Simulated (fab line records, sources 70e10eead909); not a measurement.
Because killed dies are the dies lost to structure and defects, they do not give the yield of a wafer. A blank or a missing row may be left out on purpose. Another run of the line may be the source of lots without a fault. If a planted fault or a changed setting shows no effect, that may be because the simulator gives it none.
Matching of chambers -- flow nand-harc -- NHARC_P_M2_DESCUM_14 on rie-diel-07 has 4 sister chambers
The step chemistry O2, time 3 s. 18 wafers are shown with their chamber, then 9 later ones without.

## WAFERS WITH THEIR CHAMBER
wafer,chamber,drypump-motor-current-A (A),chamber-pressure-mTorr (mTorr),oes-product-au (a.u.)
L079.1,1,6.0,60.01,0.985
L079.4,0,6.3,59.95,1.003
L079.6,1,6.0,59.94,0.994
L080.1,0,6.3,60.01,0.983
L080.2,2,5.6,59.96,1.002
L080.5,1,6.0,60.03,0.986
L082.1,2,5.6,59.88,1.008
L082.3,1,6.0,60.04,0.991
L082.6,0,6.3,60.09,0.985
L083.2,0,6.3,60.03,0.988
L083.3,2,5.5,59.95,0.995
L083.4,1,6.0,59.91,0.992
L087.1,3,5.4,59.97,0.999
L087.5,0,6.3,60.10,0.998
L087.6,1,6.0,60.03,0.997
L092.2,0,6.3,60.04,1.018
L092.3,2,5.6,59.88,1.005
L092.4,3,5.4,60.00,1.009

SIGNATURES (means of the wafers above)
reading,chamber 0,chamber 1,chamber 2,chamber 3,scatter within a chamber
drypump-motor-current-A,6.300,6.000,5.575,5.400,0.0231
chamber-pressure-mTorr,60.0367,59.9933,59.9175,59.9850,0.0508
oes-product-au,0.99583,0.99083,1.00250,1.00400,0.00903
Rule: for each reading, subtract the chamber's mean from the wafer's reading, divide by that reading's scatter and square the result; add these up over the readings and take the root, which gives the wafer's distance from the chamber. If the next closest chamber is less than 2 further off than the closest, the wafer can't be placed; otherwise it belongs to the closest. How the scatter is found: for the shown wafers, subtract from each reading the mean of its chamber, square and add these, divide the total by (wafers less chambers), then take the root.

## WAFERS WHOSE CHAMBER IS MISSING
wafer,drypump-motor-current-A (A),chamber-pressure-mTorr (mTorr),oes-product-au (a.u.)
L095.2,5.4,59.90,1.002
L095.5,5.3,59.95,1.008
L095.6,6.3,60.01,1.030
L096.1,6.2,59.95,1.027
L096.3,6.0,59.92,1.000
L096.6,5.6,60.00,1.002
L097.1,5.5,59.98,1.014
L097.2,6.3,59.93,1.029
L097.3,5.4,59.98,1.009

## CHAMBER TAKEN BY EACH
wafer,from the rows above,in truth
L095.2,3,3
L095.5,3,3
L095.6,0,0
L096.1,0,0
L096.3,1,1
L096.6,2,2
L097.1,can't be placed: 2 or 3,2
L097.2,0,0
L097.3,3,3
Correctly placed: 8 of 9. From these rows, 1 cannot be placed; in 1 the true chamber is one of the candidates. Placed wrongly: 0.
